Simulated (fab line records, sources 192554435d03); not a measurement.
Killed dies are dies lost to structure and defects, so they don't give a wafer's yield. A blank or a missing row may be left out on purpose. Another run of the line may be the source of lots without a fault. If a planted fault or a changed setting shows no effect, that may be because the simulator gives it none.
What tool caused it? -- flow n5 finfet -- 24 lots with 72 wafers sampled at 5 steps, on a route of 1938 steps

== WHAT THE GAUGES READ, wafer by wafer ==
N5_BEOL_M0_CUTY_INSPECT_59: inspects for defects (macro).
lot,measured,on,raw defect count
L074,day 5 21:04,defect inspect-02,0 1 2
L075,day 6 09:05,defect inspect-02,1 1 1
L076,day 6 12:44,defect inspect-01,4 1 3
L077,day 6 12:20,defect inspect-01,6 2 0
L078,day 6 19:27,defect inspect-02,1 2 3
L079,day 7 03:28,defect inspect-02,1 2 2
L080,day 7 07:07,defect inspect-02,1 2 4
L081,day 7 14:11,defect inspect-01,1 1 6
L082,day 8 00:11,defect inspect-02,1 1 1
L083,day 8 05:40,defect inspect-02,0 2 2
L084,day 8 12:37,defect inspect-01,2 0 3
L085,day 8 22:24,defect inspect-02,1 0 1
L086,day 9 02:58,defect inspect-01,0 3 0
L087,day 9 07:44,defect inspect-02,4 1 1
L088,day 9 10:49,defect inspect-02,1 1 2
L089,day 9 15:13,defect inspect-01,2 1 4
L090,day 9 21:11,defect inspect-01,2 2 1
L091,day 9 23:56,defect inspect-02,2 3 2
L092,day 10 08:36,defect inspect-02,3 2 3
L093,day 10 14:50,defect inspect-01,4 4 2
L094,day 11 00:20,defect inspect-02,3 1 2
L095,day 11 02:31,defect inspect-01,2 1 2
L096,day 11 12:03,defect inspect-02,1 2 3
L097,day 11 14:30,defect inspect-02,4 2 1

== TOOL THAT RAN EACH LOT (tool first, then ch and the chambers of the sampled wafers, then the start) ==
lot,N5_MOL_CONTACT_COAG_ETCH_90,N5_MOL_CONTACT_COAG_ETCH_91,N5_BEOL_M0_SAQP_ILD_DEP_01,N5_BEOL_M0_SAQP_DESCUM_19
L074,"rie diel-01 ch 2,3, day 5 04:54","rie diel-04 ch 1,2,3, day 5 05:13","pecvd-01 ch 0,1,2, day 5 12:59","rie diel-06 ch 1,2,3, day 5 15:28"
L075,"rie diel-01 ch 0,1,2, day 5 18:47","rie diel-01 ch 0,1, day 5 19:38","pecvd-02 ch 0,2, day 6 01:42","rie diel-05 ch 0,1,3, day 6 03:06"
L076,"rie diel-04 ch 1,3, day 5 20:56","rie diel-01 ch 1,2, day 5 21:22","pecvd-01 ch 0,1,2, day 6 04:42","rie diel-02 ch 0,2,3, day 6 06:45"
L077,"rie diel-04 ch 1,3, day 5 21:44","rie diel-04 ch 1,3, day 5 22:02","pecvd-02 ch 0,2, day 6 04:42","rie diel-06 ch 0,1, day 6 06:25"
L078,"rie diel-04 ch 0,1,3, day 6 03:38","rie diel-03 ch 1,2,3, day 6 03:55","pecvd-01 ch 1,2, day 6 10:00","rie diel-06 ch 0,1, day 6 13:40"
L079,"rie diel-01 ch 0,1, day 6 13:19","rie diel-01 ch 0,1,3, day 6 13:38","pecvd-04 ch 0,1, day 6 19:37","rie diel-05 ch 1,3, day 6 20:55"
L080,"rie diel-03 ch 0,1, day 6 17:13","rie diel-04 ch 0,3, day 6 17:38","pecvd-01 ch 0,1, day 6 23:53","rie diel-05 ch 0,2,3, day 7 01:31"
L081,"rie diel-01 ch 0,1,2, day 7 01:04","rie diel-01 ch 0,1,3, day 7 01:23","pecvd-01 ch 0,1, day 7 07:47","rie diel-02 ch 0,2,3, day 7 08:49"
L082,"rie diel-04 ch 0,1,3, day 7 11:10","rie diel-01 ch 1,2, day 7 11:28","pecvd-04 ch 1,2, day 7 18:02","rie diel-05 ch 1,2,3, day 7 19:00"
L083,"rie diel-04 ch 1,3, day 7 11:31","rie diel-04 ch 0,3, day 7 13:08","pecvd-04 ch 0,1,2, day 7 21:04","rie diel-05 ch 0,1,2, day 7 23:45"
L084,"rie diel-01 ch 0,2,3, day 7 19:56","rie diel-01 ch 2,3, day 7 20:14","pecvd-01 ch 0,1,2, day 8 02:20","rie diel-02 ch 0,1,2, day 8 05:13"
L085,"rie diel-03 ch 1,2,3, day 8 07:48","rie diel-04 ch 0,2, day 8 08:32","pecvd-02 ch 1,2, day 8 14:25","rie diel-02 ch 1,2,3, day 8 16:04"
L086,"rie diel-04 ch 0,2, day 8 10:25","rie diel-04 ch 1,2,3, day 8 11:37","pecvd-01 ch 0,2, day 8 19:07","rie diel-05 ch 1,2,3, day 8 20:59"
L087,"rie diel-01 ch 2,3, day 8 16:05","rie diel-04 ch 1,2,3, day 8 17:14","pecvd-04 ch 0,1,2, day 8 23:40","rie diel-06 ch 0,2, day 9 01:08"
L088,"rie diel-01 ch 2,3, day 8 19:48","rie diel-03 ch 0,3, day 8 20:39","pecvd-01 ch 0,1,2, day 9 03:56","rie diel-06 ch 0,3, day 9 05:10"
L089,"rie diel-04 ch 0,3, day 9 00:08","rie diel-01 ch 0,1,3, day 9 00:37","pecvd-04 ch 0,1,2, day 9 07:05","rie diel-06 ch 0,3, day 9 09:11"
L090,"rie diel-04 ch 0,2,3, day 9 07:28","rie diel-04 ch 0,1,2, day 9 07:55","pecvd-04 ch 0,2, day 9 14:02","rie diel-05 ch 0,1,3, day 9 15:17"
L091,"rie diel-04 ch 2,3, day 9 08:16","rie diel-01 ch 0,1,3, day 9 08:44","pecvd-01 ch 0,1, day 9 17:02","rie diel-06 ch 0,1, day 9 18:40"
L092,"rie diel-01 ch 0,3, day 9 18:20","rie diel-03 ch 0,2,3, day 9 18:41","pecvd-01 ch 0,1, day 10 01:09","rie diel-02 ch 1,2,3, day 10 02:27"
L093,"rie diel-04 ch 0,1, day 10 00:49","rie diel-01 ch 0,1, day 10 01:10","pecvd-02 ch 0,2, day 10 07:13","rie diel-05 ch 0,2, day 10 08:43"
L094,"rie diel-01 ch 0,1,2, day 10 05:55","rie diel-01 ch 0,1,3, day 10 06:21","pecvd-04 ch 0,1, day 10 12:48","rie diel-05 ch 0,1,2, day 10 16:03"
L095,"rie diel-04 ch 0,1,2, day 10 11:26","rie diel-03 ch 0,2,3, day 10 11:47","pecvd-04 ch 0,1, day 10 17:41","rie diel-02 ch 2,3, day 10 19:29"
L096,"rie diel-03 ch 1,2,3, day 10 22:22","rie diel-01 ch 0,1, day 10 22:43","pecvd-04 ch 0,2, day 11 04:50","rie diel-06 ch 0,3, day 11 05:53"
L097,"rie diel-04 ch 0,1, day 10 23:19","rie diel-03 ch 2,3, day 10 23:37","pecvd-02 ch 0,1,2, day 11 07:50","rie diel-02 ch 1,2,3, day 11 09:13"
- N5_MOL_CONTACT_COAG_ETCH_90: etches SiARC in CF4, target depth 13 nm, time 21.7 s.
- N5_MOL_CONTACT_COAG_ETCH_91: etches SOC in N2/H2, target depth 60 nm, overetch 21 nm, time 101.2 s.
- N5_BEOL_M0_SAQP_ILD_DEP_01: deposits SiOC from DEMS/O2, target thk 45.419 nm, time 8.7 s.
- N5_BEOL_M0_SAQP_DESCUM_19: chemistry O2, time 7.9 s.

== WHAT THE TOOLS THEMSELVES READ (means of the sampled wafers that have a number; where no wafer has one, the mark that the record gives instead) ==
N5_MOL_CONTACT_COAG_ETCH_90.
lot,tool,drypump motor current A (A),etch rf on time s (s),oes product au (a.u.),rf vpp V (V),showerhead plenum p Torr (Torr),throttle valve pct (%)
L074,rie diel-01,6.1,21.3,0.79,183.4,2.10,15.4
L075,rie diel-01,6.2,21.5,0.71,184.0,2.13,15.8
L076,rie diel-04,5.6,22.7,0.59,183.2,2.08,15.5
L077,rie diel-04,6.0,23.0,0.58,184.1,2.14,15.6
L078,rie diel-04,5.9,22.4,0.61,184.1,2.13,15.7
L079,rie diel-01,6.0,21.7,0.73,184.4,2.14,15.6
L080,rie diel-03,5.3,22.1,0.59,183.7,2.14,15.6
L081,rie diel-01,6.3,22.2,0.68,183.8,2.12,15.8
L082,rie diel-04,5.9,22.7,0.60,184.8,2.12,15.7
L083,rie diel-04,6.0,22.8,0.57,184.7,2.13,15.6
L084,rie diel-01,6.3,21.9,0.68,183.3,2.13,15.7
L085,rie diel-03,5.7,22.0,0.62,184.4,2.15,15.5
L086,rie diel-04,5.7,22.1,0.63,183.8,2.08,15.9
L087,rie diel-01,6.2,21.8,0.73,184.1,2.09,15.4
L088,rie diel-01,6.3,21.6,0.69,183.8,2.07,15.7
L089,rie diel-04,5.5,22.2,0.61,183.8,2.06,15.7
L090,rie diel-04,5.6,22.2,0.61,182.9,2.07,15.8
L091,rie diel-04,5.5,22.2,0.59,182.2,2.04,15.8
L092,rie diel-01,6.1,21.6,0.71,184.2,2.14,15.5
L093,rie diel-04,6.3,22.2,0.72,184.3,2.17,15.5
L094,rie diel-01,6.2,21.7,0.67,183.5,2.12,15.9
L095,rie diel-04,6.0,22.2,0.67,184.7,2.12,15.7
L096,rie diel-03,5.7,22.2,0.67,184.6,2.15,15.4
L097,rie diel-04,6.3,22.5,0.70,184.7,2.17,15.5

N5_MOL_CONTACT_COAG_ETCH_91.
lot,tool,drypump motor current A (A),oes product au (a.u.),rf vpp V (V),showerhead plenum p Torr (Torr),throttle valve pct (%)
L074,rie diel-04,5.7,0.60,522.4,2.49,17.8
L075,rie diel-01,6.2,0.68,524.8,2.59,17.9
L076,rie diel-01,6.0,0.75,521.4,2.48,17.9
L077,rie diel-04,5.6,0.59,521.9,2.47,17.7
L078,rie diel-03,5.7,0.63,524.9,2.57,17.8
L079,rie diel-01,6.1,0.73,523.7,2.53,17.6
L080,rie diel-04,5.7,0.63,523.0,2.51,18.0
L081,rie diel-01,6.1,0.73,524.4,2.53,17.6
L082,rie diel-01,6.3,0.68,522.3,2.46,18.1
L083,rie diel-04,5.5,0.61,521.0,2.45,17.8
L084,rie diel-01,6.1,0.73,521.8,2.46,17.6
L085,rie diel-04,5.9,0.63,523.1,2.51,18.2
L086,rie diel-04,5.7,0.67,522.3,2.47,17.7
L087,rie diel-04,5.7,0.67,522.8,2.47,17.8
L088,rie diel-03,6.2,0.60,524.7,2.56,18.0
L089,rie diel-01,6.0,0.70,523.5,2.52,17.7
L090,rie diel-04,6.0,0.67,523.5,2.53,18.0
L091,rie diel-01,6.0,0.70,523.4,2.52,17.7
L092,rie diel-03,5.8,0.60,522.5,2.50,17.8
L093,rie diel-01,6.0,0.69,523.4,2.52,17.9
L094,rie diel-01,6.1,0.69,523.7,2.52,17.7
L095,rie diel-03,5.8,0.60,522.5,2.50,17.8
L096,rie diel-01,6.2,0.64,524.9,2.57,18.0
L097,rie diel-03,5.7,0.62,522.0,2.50,17.7

N5_BEOL_M0_SAQP_ILD_DEP_01.
lot,tool,heater power w (W),showerhead plenum p Torr (Torr),throttle valve pct (%)
L074,pecvd-01,462,5.711,11.8
L075,pecvd-02,469,5.705,12.2
L076,pecvd-01,485,5.710,11.8
L077,pecvd-02,480,5.698,12.1
L078,pecvd-01,481,5.720,11.8
L079,pecvd-04,488,5.681,11.7
L080,pecvd-01,505,5.714,12.0
L081,pecvd-01,413,5.727,12.5
L082,pecvd-04,571,5.688,11.4
L083,pecvd-04,526,5.696,11.6
L084,pecvd-01,457,5.711,11.8
L085,pecvd-02,533,5.699,11.8
L086,pecvd-01,492,5.708,11.2
L087,pecvd-04,542,5.696,11.9
L088,pecvd-01,487,5.727,12.0
L089,pecvd-04,521,5.697,11.7
L090,pecvd-04,558,5.703,12.3
L091,pecvd-01,420,5.708,12.0
L092,pecvd-01,450,5.721,12.8
L093,pecvd-02,469,5.710,12.1
L094,pecvd-04,501,5.702,12.0
L095,pecvd-04,498,5.697,12.1
L096,pecvd-04,565,5.702,12.1
L097,pecvd-02,496,5.689,11.9

N5_BEOL_M0_SAQP_DESCUM_19.
lot,tool,drypump motor current A (A),oes product au (a.u.),rf vpp V (V),showerhead plenum p Torr (Torr),throttle valve pct (%)
L074,rie diel-06,6.2,0.72,243.5,2.07,20.75
L075,rie diel-05,5.5,0.71,242.8,2.10,20.43
L076,rie diel-02,5.5,0.83,244.3,2.10,20.37
L077,rie diel-06,6.1,0.78,242.7,2.04,20.72
L078,rie diel-06,6.1,0.77,243.0,2.04,20.74
L079,rie diel-05,5.5,0.70,244.5,2.14,20.39
L080,rie diel-05,5.6,0.74,243.9,2.11,20.53
L081,rie diel-02,5.6,0.82,243.6,2.09,20.38
L082,rie diel-05,5.6,0.73,244.4,2.14,20.50
L083,rie diel-05,5.8,0.71,243.8,2.13,20.63
L084,rie diel-02,6.0,0.80,244.0,2.13,20.28
L085,rie diel-02,5.7,0.87,243.8,2.12,20.45
L086,rie diel-05,5.6,0.72,244.1,2.14,20.51
L087,rie diel-06,5.6,0.82,241.1,2.00,20.64
L088,rie diel-06,5.5,0.74,241.7,1.95,20.67
L089,rie diel-06,5.5,0.74,241.5,1.95,20.67
L090,rie diel-05,5.5,0.79,243.3,2.10,20.35
L091,rie diel-06,5.6,0.76,241.1,1.97,20.73
L092,rie diel-02,5.7,0.85,243.2,2.12,20.48
L093,rie diel-05,5.9,0.90,243.4,2.09,20.47
L094,rie diel-05,5.8,0.80,243.5,2.12,20.54
L095,rie diel-02,5.3,0.81,242.1,2.05,20.53
L096,rie diel-06,5.7,0.70,240.5,1.96,20.68
L097,rie diel-02,5.7,0.84,242.4,2.12,20.49

== THE ANSWER, worked out from the rows above alone ==
Rule: what is usual is taken from the lots themselves. The widest of any qualifying gaps counts: lots, ordered by their means at a reading, are off when they make up no more than a third of the lots, leave a main group of 4 or more, and stand apart from it by 3 or more times the standard deviation of that group's means. A main group is skipped when, at the precision printed for the reading in the tables above, its means are all equal. Also off: a lot with no number at a reading for which 4 or more lots have one. Where the step has rows for the other lots, those lots are counted as sound. The gauges are gone through in route order, then the tools' own readings, and for those a lot's mean is taken as printed above. The first step at which some lot is off is used, and at that step the reading that is off furthest; a lot without a number counts as furthest.
Nothing can be told from this: no lot is off at any reading shown.

== WHAT WAS PUT IN BY THE SIMULATOR ==
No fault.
